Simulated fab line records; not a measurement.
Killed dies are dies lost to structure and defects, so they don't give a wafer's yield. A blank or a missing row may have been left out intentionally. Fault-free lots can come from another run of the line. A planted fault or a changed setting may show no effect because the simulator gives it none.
fab line records :: flow n5Finfet :: part 2 of 2: steps 25 to 34 of 34
record:
  lots: 5
  wafers: 15
  lastDay: 15
route steps=1938 shown BEOL_M12@1624
lots untouched by any fault: they come from a run of this same line in which no faults occurred
startH: hours from the record's opening day to when the first of the lot's shown wafers began :: waitH: time in hours since the lot's previous step :: " repeats the value in the row above :: L1.1+2: several wafers, shown together as one row :: - either no value or no given start :: * or withheld: withheld :: < > ~ a bound
route shown NAME@n: names a module that has steps shown in the file, with the first one's number in the route :: usual: mean/standard deviation taken from wafers without a fault :: same: alike in all rows :: chamber/n: place in a boat :: sites: the reading at each site :: _std_site: their standard deviation :: _edge_site: the outer-site mean with the inner-site mean subtracted :: radiusMm: for every site, how far away it sits from the centre of the wafer :: mask NAME#n: copy n :: behind: the most recent tool/chamber to have shaped the wafer :: hold: why the lot went on hold/how many hours it stayed there/how the hold came to an end :: device: transistor that didn't switch, given as n, p or np :: end of line: the same wafers' tests at the end of the route :: a step with no rows: only its recipe :: killed: count of dies lost to structure and defects at first sort (not the wafer's yield) :: map: per-die view of a wafer (x killed, . not killed, _ where there is no die)
set.NAME: the run value of the setting; set.NAME@STEP: its run value at that earlier step :: model.NAME: the simulator's own value behind a step, which no gauge read
certain route steps with their lots: each step a table, each wafer a row
services: the hour from which a tool's chamber was out of use, counted from the record's first day as startH (under 0 if before that day), plus the number of hours and why
== steps ==
step: N5_BEOL_M12_SPUTTER_43
recipe:
  material: TaN
  targetThkA: 150
  tempC: 50
  biasV: 168.6
  powerW: 15000
  chamberPressurePa: 0.12
  timeS: 24.19
usual:
  throttleValvePct: 30.3/0.99
lot.wafer: L075.2
tool: pvdSputter-01
chamber: -
startH: 241.05
waitH: 0.0
throttleValvePct: 31.7

lot.wafer: L075.3
tool: pvdSputter-01
chamber: -
startH: 241.05
waitH: 0.0
throttleValvePct: 29.8

lot.wafer: L075.5
tool: pvdSputter-01
chamber: -
startH: 241.05
waitH: 0.0
throttleValvePct: 29.7

lot.wafer: L079.1
tool: pvdSputter-01
chamber: -
startH: 274.17
waitH: 0.0
throttleValvePct: 28.6

lot.wafer: L079.3
tool: pvdSputter-01
chamber: -
startH: 274.17
waitH: 0.0
throttleValvePct: 31.7

lot.wafer: L079.5
tool: pvdSputter-01
chamber: -
startH: 274.17
waitH: 0.0
throttleValvePct: 31.6

lot.wafer: L087.2
tool: pvdSputter-01
chamber: -
startH: 315.28
waitH: 0.0
throttleValvePct: 31.1

lot.wafer: L087.4
tool: pvdSputter-01
chamber: -
startH: 315.28
waitH: 0.0
throttleValvePct: 31.6

lot.wafer: L087.5
tool: pvdSputter-01
chamber: -
startH: 315.28
waitH: 0.0
throttleValvePct: 30.0

lot.wafer: L088.1
tool: pvdSputter-01
chamber: -
startH: 317.26
waitH: 0.0
throttleValvePct: 31.2

lot.wafer: L088.4
tool: pvdSputter-01
chamber: -
startH: 317.26
waitH: 0.0
throttleValvePct: 30.0

lot.wafer: L088.5
tool: pvdSputter-01
chamber: -
startH: 317.26
waitH: 0.0
throttleValvePct: 28.4

lot.wafer: L089.4
tool: pvdSputter-02
chamber: -
startH: 329.67
waitH: 0.0
throttleValvePct: 32.3

lot.wafer: L089.5
tool: pvdSputter-02
chamber: -
startH: 329.67
waitH: 0.0
throttleValvePct: 30.2

lot.wafer: L089.6
tool: pvdSputter-02
chamber: -
startH: 329.67
waitH: 0.0
throttleValvePct: 30.0
step: N5_BEOL_M12_SPUTTER_44
recipe:
  material: Ta
  targetThkA: 100
  tempC: 50
  biasV: 80
  powerW: 15000
  chamberPressurePa: 0.07
  timeS: 16.13
usual:
  throttleValvePct: 30.3/1
lot.wafer: L075.2
tool: pvdSputter-01
chamber: -
startH: 241.13
waitH: 0.0
throttleValvePct: 31.5

lot.wafer: L075.3
tool: pvdSputter-01
chamber: -
startH: 241.13
waitH: 0.0
throttleValvePct: 30.0

lot.wafer: L075.5
tool: pvdSputter-01
chamber: -
startH: 241.13
waitH: 0.0
throttleValvePct: 29.9

lot.wafer: L079.1
tool: pvdSputter-01
chamber: -
startH: 274.25
waitH: 0.0
throttleValvePct: 28.3

lot.wafer: L079.3
tool: pvdSputter-01
chamber: -
startH: 274.25
waitH: 0.0
throttleValvePct: 31.7

lot.wafer: L079.5
tool: pvdSputter-01
chamber: -
startH: 274.25
waitH: 0.0
throttleValvePct: 31.5

lot.wafer: L087.2
tool: pvdSputter-01
chamber: -
startH: 315.36
waitH: 0.0
throttleValvePct: 30.9

lot.wafer: L087.4
tool: pvdSputter-01
chamber: -
startH: 315.36
waitH: 0.0
throttleValvePct: 31.6

lot.wafer: L087.5
tool: pvdSputter-01
chamber: -
startH: 315.36
waitH: 0.0
throttleValvePct: 29.9

lot.wafer: L088.1
tool: pvdSputter-01
chamber: -
startH: 317.34
waitH: 0.0
throttleValvePct: 31.8

lot.wafer: L088.4
tool: pvdSputter-01
chamber: -
startH: 317.34
waitH: 0.0
throttleValvePct: 29.9

lot.wafer: L088.5
tool: pvdSputter-01
chamber: -
startH: 317.34
waitH: 0.0
throttleValvePct: 28.5

lot.wafer: L089.4
tool: pvdSputter-02
chamber: -
startH: 329.75
waitH: 0.0
throttleValvePct: 32.2

lot.wafer: L089.5
tool: pvdSputter-02
chamber: -
startH: 329.75
waitH: 0.0
throttleValvePct: 30.2

lot.wafer: L089.6
tool: pvdSputter-02
chamber: -
startH: 329.75
waitH: 0.0
throttleValvePct: 29.8
step: N5_BEOL_M12_SPUTTER_45
recipe:
  material: Cu
  targetThkA: 800
  tempC: -20
  biasV: 60
  powerW: 26000
  chamberPressurePa: 0.13
  timeS: 13.33
usual:
  throttleValvePct: 30.3/1
lot.wafer: L075.2
tool: pvdSputter-01
chamber: -
startH: 241.21
waitH: 0.0
throttleValvePct: 31.7

lot.wafer: L075.3
tool: pvdSputter-01
chamber: -
startH: 241.21
waitH: 0.0
throttleValvePct: 29.5

lot.wafer: L075.5
tool: pvdSputter-01
chamber: -
startH: 241.21
waitH: 0.0
throttleValvePct: 30.0

lot.wafer: L079.1
tool: pvdSputter-01
chamber: -
startH: 274.33
waitH: 0.0
throttleValvePct: 28.6

lot.wafer: L079.3
tool: pvdSputter-01
chamber: -
startH: 274.33
waitH: 0.0
throttleValvePct: 31.3

lot.wafer: L079.5
tool: pvdSputter-01
chamber: -
startH: 274.33
waitH: 0.0
throttleValvePct: 31.6

lot.wafer: L087.2
tool: pvdSputter-01
chamber: -
startH: 315.44
waitH: 0.0
throttleValvePct: 31.3

lot.wafer: L087.4
tool: pvdSputter-01
chamber: -
startH: 315.44
waitH: 0.0
throttleValvePct: 31.9

lot.wafer: L087.5
tool: pvdSputter-01
chamber: -
startH: 315.44
waitH: 0.0
throttleValvePct: 29.6

lot.wafer: L088.1
tool: pvdSputter-01
chamber: -
startH: 317.42
waitH: 0.0
throttleValvePct: 31.8

lot.wafer: L088.4
tool: pvdSputter-01
chamber: -
startH: 317.42
waitH: 0.0
throttleValvePct: 29.7

lot.wafer: L088.5
tool: pvdSputter-01
chamber: -
startH: 317.42
waitH: 0.0
throttleValvePct: 28.5

lot.wafer: L089.4
tool: pvdSputter-02
chamber: -
startH: 329.83
waitH: 0.0
throttleValvePct: 32.1

lot.wafer: L089.5
tool: pvdSputter-02
chamber: -
startH: 329.83
waitH: 0.0
throttleValvePct: 30.1

lot.wafer: L089.6
tool: pvdSputter-02
chamber: -
startH: 329.83
waitH: 0.0
throttleValvePct: 30.2
step: N5_BEOL_M12_ECD_47
recipe:
  material: Cu
  targetThkA: 7200
lot.wafer: L075.2+3+5
tool: ecdCu-01
chamber: 1,0,1
startH: 241.33
waitH: 0.1

lot.wafer: L079.1+3+5
tool: ecdCu-02
chamber: 0,1,1
startH: 274.47
waitH: 0.1

lot.wafer: L087.2+4+5
tool: ecdCu-02
chamber: 1,1,0
startH: 315.56
waitH: 0.1

lot.wafer: L088.1+4+5
tool: ecdCu-02
chamber: 1,0,0
startH: 317.53
waitH: 0.1

lot.wafer: L089.4+5+6
tool: ecdCu-01
chamber: 0,1,0
startH: 329.99
waitH: 0.1
step: N5_BEOL_M12_ANNEAL_48
recipe:
  tempC: 225
  timeS: 90
  ambient: N2
usual:
  wafer_temp_C_max: 225.71/0.22
lot.wafer: L075.2
tool: rtpAnneal-02
chamber: 0
startH: 241.52
waitH: 0.1
wafer_temp_C_max: 225.79

lot.wafer: L075.3
tool: rtpAnneal-02
chamber: 0
startH: 241.52
waitH: 0.1
wafer_temp_C_max: 225.45

lot.wafer: L075.5
tool: rtpAnneal-02
chamber: 0
startH: 241.52
waitH: 0.1
wafer_temp_C_max: 225.93

lot.wafer: L079.1
tool: rtpAnneal-02
chamber: 0
startH: 275.53
waitH: 1.0
wafer_temp_C_max: 225.86

lot.wafer: L079.3
tool: rtpAnneal-02
chamber: 0
startH: 275.53
waitH: 1.0
wafer_temp_C_max: 226.06

lot.wafer: L079.5
tool: rtpAnneal-02
chamber: 0
startH: 275.53
waitH: 1.0
wafer_temp_C_max: 226.02

lot.wafer: L087.2
tool: rtpAnneal-02
chamber: 0
startH: 315.75
waitH: 0.1
wafer_temp_C_max: 225.69

lot.wafer: L087.4
tool: rtpAnneal-02
chamber: 0
startH: 315.75
waitH: 0.1
wafer_temp_C_max: 225.38

lot.wafer: L087.5
tool: rtpAnneal-02
chamber: 0
startH: 315.75
waitH: 0.1
wafer_temp_C_max: 225.46

lot.wafer: L088.1
tool: rtpAnneal-01
chamber: 0
startH: 317.81
waitH: 0.2
wafer_temp_C_max: 225.44

lot.wafer: L088.4
tool: rtpAnneal-01
chamber: 0
startH: 317.81
waitH: 0.2
wafer_temp_C_max: 225.65

lot.wafer: L088.5
tool: rtpAnneal-01
chamber: 0
startH: 317.81
waitH: 0.2
wafer_temp_C_max: 225.73

lot.wafer: L089.4
tool: rtpAnneal-02
chamber: 0
startH: 330.28
waitH: 0.2
wafer_temp_C_max: 225.98

lot.wafer: L089.5
tool: rtpAnneal-02
chamber: 0
startH: 330.28
waitH: 0.2
wafer_temp_C_max: 225.11

lot.wafer: L089.6
tool: rtpAnneal-02
chamber: 0
startH: 330.28
waitH: 0.2
wafer_temp_C_max: 225.51
step: N5_BEOL_M12_CMP_49
recipe:
  stopOn: SiOC
  tOverpolishS: 20.6
  downForcePsi: 1
  platenRpm: 50
  clearingPlatenDownForcePsi: 1.5
  clearingPlatenRpm: 50
  postCmpClean: cuAlkaline
  targetThkNm: 320
  clearingPlatenPadVelocityMS: 0.99484
  padVelocityMS: 0.99484
usual:
  barrierFieldEndpointS: 30.1/0.77
  motorCurrentA: 5.9/0.76
  overpolishRunS: 20.600/0.0088
  slurryFlowMlMin: 150.0/0.46
lot.wafer: L075.3
tool: cmp-01
chamber: 3
startH: 241.77
waitH: 0.2
barrierFieldEndpointS: 30.5
motorCurrentA: 6.7
overpolishRunS: 20.598
slurryFlowMlMin: 149.8

lot.wafer: L075.2
tool: cmp-01
chamber: 0
startH: 241.77
waitH: 0.2
barrierFieldEndpointS: 29.4
motorCurrentA: 6.4
overpolishRunS: 20.605
slurryFlowMlMin: 149.4

lot.wafer: L075.5
tool: cmp-01
chamber: 0
startH: 241.77
waitH: 0.2
barrierFieldEndpointS: 30.4
motorCurrentA: 6.3
overpolishRunS: 20.601
slurryFlowMlMin: 149.3

lot.wafer: L079.1
tool: cmp-02
chamber: 0
startH: 275.84
waitH: 0.3
barrierFieldEndpointS: 29.5
motorCurrentA: 6.2
overpolishRunS: 20.596
slurryFlowMlMin: 149.6

lot.wafer: L079.3
tool: cmp-02
chamber: 3
startH: 275.84
waitH: 0.3
barrierFieldEndpointS: 29.8
motorCurrentA: 6.5
overpolishRunS: 20.593
slurryFlowMlMin: 150.2

lot.wafer: L079.5
tool: cmp-02
chamber: 0
startH: 275.84
waitH: 0.3
barrierFieldEndpointS: 29.8
motorCurrentA: 5.9
overpolishRunS: 20.607
slurryFlowMlMin: 149.7

lot.wafer: L087.2
tool: cmp-03
chamber: 3
startH: 316.19
waitH: 0.4
barrierFieldEndpointS: 30.6
motorCurrentA: 5.2
overpolishRunS: 20.603
slurryFlowMlMin: 149.3

lot.wafer: L087.4
tool: cmp-03
chamber: 0
startH: 316.19
waitH: 0.4
barrierFieldEndpointS: 30.1
motorCurrentA: 4.9
overpolishRunS: 20.604
slurryFlowMlMin: 150.3

lot.wafer: L087.5
tool: cmp-03
chamber: 2
startH: 316.19
waitH: 0.4
barrierFieldEndpointS: 29.8
motorCurrentA: 6.2
overpolishRunS: 20.579
slurryFlowMlMin: 150.1

lot.wafer: L088.4
tool: cmp-01
chamber: 3
startH: 318.14
waitH: 0.2
barrierFieldEndpointS: 30.5
motorCurrentA: 7.2
overpolishRunS: 20.590
slurryFlowMlMin: 149.6

lot.wafer: L088.1
tool: cmp-01
chamber: 0
startH: 318.14
waitH: 0.2
barrierFieldEndpointS: 29.8
motorCurrentA: 6.1
overpolishRunS: 20.586
slurryFlowMlMin: 149.2

lot.wafer: L088.5
tool: cmp-01
chamber: 3
startH: 318.14
waitH: 0.2
barrierFieldEndpointS: 30.2
motorCurrentA: 6.9
overpolishRunS: 20.602
slurryFlowMlMin: 149.4

lot.wafer: L089.4
tool: cmp-01
chamber: 0
startH: 330.52
waitH: 0.2
barrierFieldEndpointS: 29.8
motorCurrentA: 6.3
overpolishRunS: 20.604
slurryFlowMlMin: 151.3

lot.wafer: L089.5
tool: cmp-01
chamber: 2
startH: 330.52
waitH: 0.2
barrierFieldEndpointS: 30.2
motorCurrentA: 5.3
overpolishRunS: 20.589
slurryFlowMlMin: 149.7

lot.wafer: L089.6
tool: cmp-01
chamber: 3
startH: 330.52
waitH: 0.2
barrierFieldEndpointS: 28.9
motorCurrentA: 6.7
overpolishRunS: 20.599
slurryFlowMlMin: 149.2
step: N5_BEOL_M12_THK_MEAS_50
recipe:
  thkMeasGauge: xrf
  reads: Cu_of_BEOL_M12_ECD_47
usual:
  M12_THK: 313/5.6
lot.wafer: L075.2
tool: filmMetro-02
chamber: -
startH: 242.07
waitH: -
M12_THK[nm]: 309

lot.wafer: L075.3
tool: filmMetro-02
chamber: -
startH: 242.07
waitH: -
M12_THK[nm]: 315

lot.wafer: L075.5
tool: filmMetro-02
chamber: -
startH: 242.07
waitH: -
M12_THK[nm]: 317

lot.wafer: L079.1
tool: filmMetro-02
chamber: -
startH: 276.13
waitH: -
M12_THK[nm]: 301

lot.wafer: L079.3
tool: filmMetro-02
chamber: -
startH: 276.13
waitH: -
M12_THK[nm]: 313

lot.wafer: L079.5
tool: filmMetro-02
chamber: -
startH: 276.13
waitH: -
M12_THK[nm]: 314

lot.wafer: L087.2
tool: filmMetro-01
chamber: -
startH: 316.45
waitH: -
M12_THK[nm]: 314

lot.wafer: L087.4
tool: filmMetro-01
chamber: -
startH: 316.45
waitH: -
M12_THK[nm]: 315

lot.wafer: L087.5
tool: filmMetro-01
chamber: -
startH: 316.45
waitH: -
M12_THK[nm]: 302

lot.wafer: L088.1
tool: filmMetro-01
chamber: -
startH: 318.40
waitH: -
M12_THK[nm]: 312

lot.wafer: L088.4
tool: filmMetro-01
chamber: -
startH: 318.40
waitH: -
M12_THK[nm]: 313

lot.wafer: L088.5
tool: filmMetro-01
chamber: -
startH: 318.40
waitH: -
M12_THK[nm]: 317

lot.wafer: L089.4
tool: filmMetro-02
chamber: -
startH: 330.74
waitH: -
M12_THK[nm]: 314

lot.wafer: L089.5
tool: filmMetro-02
chamber: -
startH: 330.74
waitH: -
M12_THK[nm]: 306

lot.wafer: L089.6
tool: filmMetro-02
chamber: -
startH: 330.74
waitH: -
M12_THK[nm]: 320
step: N5_BEOL_M12_PRE_CLEAN_52
recipe:
  gas: NH3
  timeS: 15
  tempC: withheld
  rfPowerW: 300
lot.wafer: L075.2+3+5
tool: pecvd-04
chamber: 0,2,1
startH: 242.10
waitH: 0.0

lot.wafer: L079.1+3+5
tool: pecvd-03
chamber: 1,0,1
startH: 276.17
waitH: 0.0

lot.wafer: L087.2+4+5
tool: pecvd-04
chamber: 2,2,1
startH: 316.49
waitH: 0.0

lot.wafer: L088.1+4+5
tool: pecvd-04
chamber: 0,0,1
startH: 318.44
waitH: 0.0

lot.wafer: L089.4+5+6
tool: pecvd-04
chamber: 1,0,2
startH: 330.78
waitH: 0.0
step: N5_BEOL_M12_DEP_53
recipe:
  material: SiCN
  targetThkA: 300
  tempC: withheld
  precursor: 3MS/NH3
  pressureTorr: 3
  rfW: 675
  timeS: 10.5
usual:
  showerheadPlenumPTorr: 4.162/0.022
  showerheadVppV: 1632/120
  throttleValvePct: 17.9/0.89
lot.wafer: L075.2
tool: pecvd-04
chamber: 0
startH: 242.13
waitH: 0.0
showerheadPlenumPTorr: 4.155
showerheadVppV: 1562
throttleValvePct: 17.7

lot.wafer: L075.3
tool: pecvd-04
chamber: 2
startH: 242.13
waitH: 0.0
showerheadPlenumPTorr: 4.132
showerheadVppV: 1618
throttleValvePct: 19.1

lot.wafer: L075.5
tool: pecvd-04
chamber: 1
startH: 242.13
waitH: 0.0
showerheadPlenumPTorr: 4.145
showerheadVppV: 1505
throttleValvePct: 17.3

lot.wafer: L079.1
tool: pecvd-03
chamber: 1
startH: 276.20
waitH: 0.0
showerheadPlenumPTorr: 4.181
showerheadVppV: 1619
throttleValvePct: 17.4

lot.wafer: L079.3
tool: pecvd-03
chamber: 0
startH: 276.20
waitH: 0.0
showerheadPlenumPTorr: 4.156
showerheadVppV: 1535
throttleValvePct: 18.2

lot.wafer: L079.5
tool: pecvd-03
chamber: 1
startH: 276.20
waitH: 0.0
showerheadPlenumPTorr: 4.198
showerheadVppV: 1617
throttleValvePct: 17.6

lot.wafer: L087.2
tool: pecvd-04
chamber: 2
startH: 316.51
waitH: 0.0
showerheadPlenumPTorr: 4.130
showerheadVppV: 1628
throttleValvePct: 19.2

lot.wafer: L087.4
tool: pecvd-04
chamber: 2
startH: 316.51
waitH: 0.0
showerheadPlenumPTorr: 4.149
showerheadVppV: 1609
throttleValvePct: 19.3

lot.wafer: L087.5
tool: pecvd-04
chamber: 1
startH: 316.51
waitH: 0.0
showerheadPlenumPTorr: 4.162
showerheadVppV: 1506
throttleValvePct: 17.5

lot.wafer: L088.1
tool: pecvd-04
chamber: 0
startH: 318.46
waitH: 0.0
showerheadPlenumPTorr: 4.142
showerheadVppV: 1562
throttleValvePct: 17.5

lot.wafer: L088.4
tool: pecvd-04
chamber: 0
startH: 318.46
waitH: 0.0
showerheadPlenumPTorr: 4.160
showerheadVppV: 1559
throttleValvePct: 17.6

lot.wafer: L088.5
tool: pecvd-04
chamber: 1
startH: 318.46
waitH: 0.0
showerheadPlenumPTorr: 4.153
showerheadVppV: 1537
throttleValvePct: 17.3

lot.wafer: L089.4
tool: pecvd-04
chamber: 1
startH: 330.81
waitH: 0.0
showerheadPlenumPTorr: 4.149
showerheadVppV: 1511
throttleValvePct: 17.5

lot.wafer: L089.5
tool: pecvd-04
chamber: 0
startH: 330.81
waitH: 0.0
showerheadPlenumPTorr: 4.143
showerheadVppV: 1534
throttleValvePct: 17.4

lot.wafer: L089.6
tool: pecvd-04
chamber: 2
startH: 330.81
waitH: 0.0
showerheadPlenumPTorr: 4.143
showerheadVppV: 1610
throttleValvePct: 18.9
step: N5_BEOL_M12_RS_MEAS_54
recipe:
  thkMeasGauge: four-point-probe
  reads: Cu_of_BEOL_M12_ECD_47+Ta_of_BEOL_M12_SPUTTER_44+TaN_of_BEOL_M12_SPUTTER_43
usual:
  M12_RS: 0.0600/0.0012
lot.wafer: L075.2
tool: filmMetro-01
chamber: -
startH: 242.19
waitH: 0.0
M12_RS[ohm/sq]: 0.0606

lot.wafer: L075.3
tool: filmMetro-01
chamber: -
startH: 242.19
waitH: 0.0
M12_RS[ohm/sq]: 0.0591

lot.wafer: L075.5
tool: filmMetro-01
chamber: -
startH: 242.19
waitH: 0.0
M12_RS[ohm/sq]: 0.0585

lot.wafer: L079.1
tool: filmMetro-01
chamber: -
startH: 276.26
waitH: 0.0
M12_RS[ohm/sq]: 0.0626

lot.wafer: L079.3
tool: filmMetro-01
chamber: -
startH: 276.26
waitH: 0.0
M12_RS[ohm/sq]: 0.0598

lot.wafer: L079.5
tool: filmMetro-01
chamber: -
startH: 276.26
waitH: 0.0
M12_RS[ohm/sq]: 0.0595

lot.wafer: L087.2
tool: filmMetro-01
chamber: -
startH: 316.57
waitH: 0.0
M12_RS[ohm/sq]: 0.0599

lot.wafer: L087.4
tool: filmMetro-01
chamber: -
startH: 316.57
waitH: 0.0
M12_RS[ohm/sq]: 0.0599

lot.wafer: L087.5
tool: filmMetro-01
chamber: -
startH: 316.57
waitH: 0.0
M12_RS[ohm/sq]: 0.0626

lot.wafer: L088.1
tool: filmMetro-02
chamber: -
startH: 318.53
waitH: 0.0
M12_RS[ohm/sq]: 0.0606

lot.wafer: L088.4
tool: filmMetro-02
chamber: -
startH: 318.53
waitH: 0.0
M12_RS[ohm/sq]: 0.0600

lot.wafer: L088.5
tool: filmMetro-02
chamber: -
startH: 318.53
waitH: 0.0
M12_RS[ohm/sq]: 0.0597

lot.wafer: L089.4
tool: filmMetro-01
chamber: -
startH: 330.86
waitH: 0.0
M12_RS[ohm/sq]: 0.0597

lot.wafer: L089.5
tool: filmMetro-01
chamber: -
startH: 330.86
waitH: 0.0
M12_RS[ohm/sq]: 0.0616

lot.wafer: L089.6
tool: filmMetro-01
chamber: -
startH: 330.86
waitH: 0.0
M12_RS[ohm/sq]: 0.0589
== services ==
tool: cmp-01
chamber: -
startH: 216.71
hours: 2.7
kind: repair

tool: krfScanner-02
chamber: -
startH: 220.34
hours: 0.8
kind: pm

tool: rieDiel-03
chamber: 0
startH: 222.41
hours: 3.9
kind: repair

tool: cmp-02
chamber: -
startH: 223.08
hours: 0.3
kind: repair

tool: cmp-01
chamber: -
startH: 228.63
hours: 4.0
kind: pm

tool: krfScanner-01
chamber: -
startH: 235.98
hours: 1.0
kind: pm

tool: rieDiel-04
chamber: 0
startH: 244.97
hours: 22.3
kind: repair

tool: plasmaAsher-02
chamber: -
startH: 245.59
hours: 28.1
kind: pm

tool: krfScanner-01
chamber: -
startH: 246.10
hours: 1.3
kind: pm

tool: cmp-01
chamber: -
startH: 249.01
hours: 5.0
kind: pm

tool: pecvd-04
chamber: -
startH: 252.22
hours: 14.6
kind: pm

tool: cmp-01
chamber: -
startH: 258.07
hours: 4.0
kind: repair

tool: pvdSputter-01
chamber: -
startH: 260.51
hours: 3.0
kind: repair

tool: rieDiel-02
chamber: 3
startH: 277.74
hours: 6.1
kind: repair

tool: krfScanner-01
chamber: -
startH: 277.89
hours: 2.3
kind: repair

tool: krfScanner-01
chamber: -
startH: 287.82
hours: 0.5
kind: repair

tool: krfScanner-02
chamber: -
startH: 305.95
hours: 1.0
kind: pm

tool: rieDiel-02
chamber: -
startH: 307.01
hours: 4.3
kind: pm

tool: krfScanner-02
chamber: -
startH: 311.12
hours: 4.7
kind: repair

tool: krfScanner-02
chamber: -
startH: 315.87
hours: 1.3
kind: pm

tool: krfScanner-02
chamber: -
startH: 318.24
hours: 1.7
kind: repair

tool: rieDiel-02
chamber: 0
startH: 321.23
hours: 8.0
kind: repair

tool: krfScanner-01
chamber: -
startH: 325.95
hours: 0.8
kind: pm

tool: ecdCu-02
chamber: -
startH: 327.54
hours: 0.4
kind: repair
